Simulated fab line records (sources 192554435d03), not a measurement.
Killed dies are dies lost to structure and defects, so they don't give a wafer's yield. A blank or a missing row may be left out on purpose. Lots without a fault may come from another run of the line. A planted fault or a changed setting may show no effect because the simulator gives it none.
Matching of chambers | flow n5 finfet | rie diel-05 running N5_BEOL_M6_ETCH_66: 4 sister chambers
The step etches SOC in N2/H2, target depth 80 nm, overetch 16 nm, time 120 s. 18 wafers are shown with their chamber, then 9 later ones without.

## WAFERS WITH THEIR CHAMBER
wafer  | chamber | drypump motor current A (A) | showerhead plenum p Torr (Torr) | throttle valve pct (%)
L074.3 | 2       | 5.9                         | 2.49                            | 17.6
L074.4 | 3       | 5.7                         | 2.61                            | 17.8
L074.6 | 0       | 6.4                         | 2.45                            | 17.9
L075.1 | 1       | 4.8                         | 2.62                            | 18.3
L075.3 | 2       | 5.9                         | 2.49                            | 17.6
L075.5 | 2       | 5.9                         | 2.49                            | 17.6
L078.2 | 1       | 4.8                         | 2.61                            | 18.3
L078.3 | 3       | 5.6                         | 2.61                            | 17.8
L078.6 | 1       | 4.7                         | 2.61                            | 18.3
L080.4 | 1       | 4.8                         | 2.61                            | 18.3
L080.5 | 3       | 5.7                         | 2.61                            | 17.8
L080.6 | 0       | 6.4                         | 2.44                            | 18.0
L083.1 | 2       | 5.9                         | 2.48                            | 17.6
L083.4 | 1       | 4.8                         | 2.61                            | 18.4
L083.6 | 2       | 5.9                         | 2.48                            | 17.6
L086.2 | 1       | 4.8                         | 2.60                            | 18.3
L086.3 | 0       | 6.4                         | 2.44                            | 18.0
L086.4 | 2       | 5.9                         | 2.48                            | 17.6

SIGNATURES (averages over the wafers above)
reading                  | chamber 0 | chamber 1 | chamber 2 | chamber 3 | scatter within a chamber
drypump motor current A  | 6.400     | 4.783     | 5.900     | 5.667     | 0.0327
showerhead plenum p Torr | 2.4433    | 2.6100    | 2.4850    | 2.6100    | 0.00546
throttle valve pct       | 17.967    | 18.317    | 17.600    | 17.800    | 0.0327
Rule: distance of a wafer from a chamber = root of the sum over the readings of ((wafer's reading minus chamber's mean) / reading's scatter) squared. If the next closest chamber is less than 2 further off than the closest, the wafer can't be placed; otherwise it belongs to the closest. The scatter is the square root of a quotient: the sum, over the shown wafers, of each reading's squared deviation from its chamber's mean, divided by wafers minus chambers.

## WAFERS WITHOUT THEIR CHAMBER
wafer  | drypump motor current A (A) | showerhead plenum p Torr (Torr) | throttle valve pct (%)
L090.1 | 6.4                         | 2.44                            | 18.0
L090.3 | 4.8                         | 2.60                            | 18.4
L090.6 | 5.6                         | 2.60                            | 17.4
L096.3 | 5.9                         | 2.47                            | 17.7
L096.5 | 5.6                         | 2.60                            | 17.4
L096.6 | 5.9                         | 2.47                            | 17.7
L097.2 | 4.8                         | 2.60                            | 17.9
L097.3 | 5.7                         | 2.59                            | 17.4
L097.5 | 4.8                         | 2.60                            | 17.9

## WHICH CHAMBER EACH WENT THROUGH
wafer  | from the rows above | in truth
L090.1 | 0                   | 0
L090.3 | 1                   | 1
L090.6 | 3                   | 3
L096.3 | 2                   | 2
L096.5 | 3                   | 3
L096.6 | 2                   | 2
L097.2 | 1                   | 1
L097.3 | 3                   | 3
L097.5 | 1                   | 1
Correctly placed: 9 of 9. Left unplaced by these rows: 0. Placed wrongly: 0.
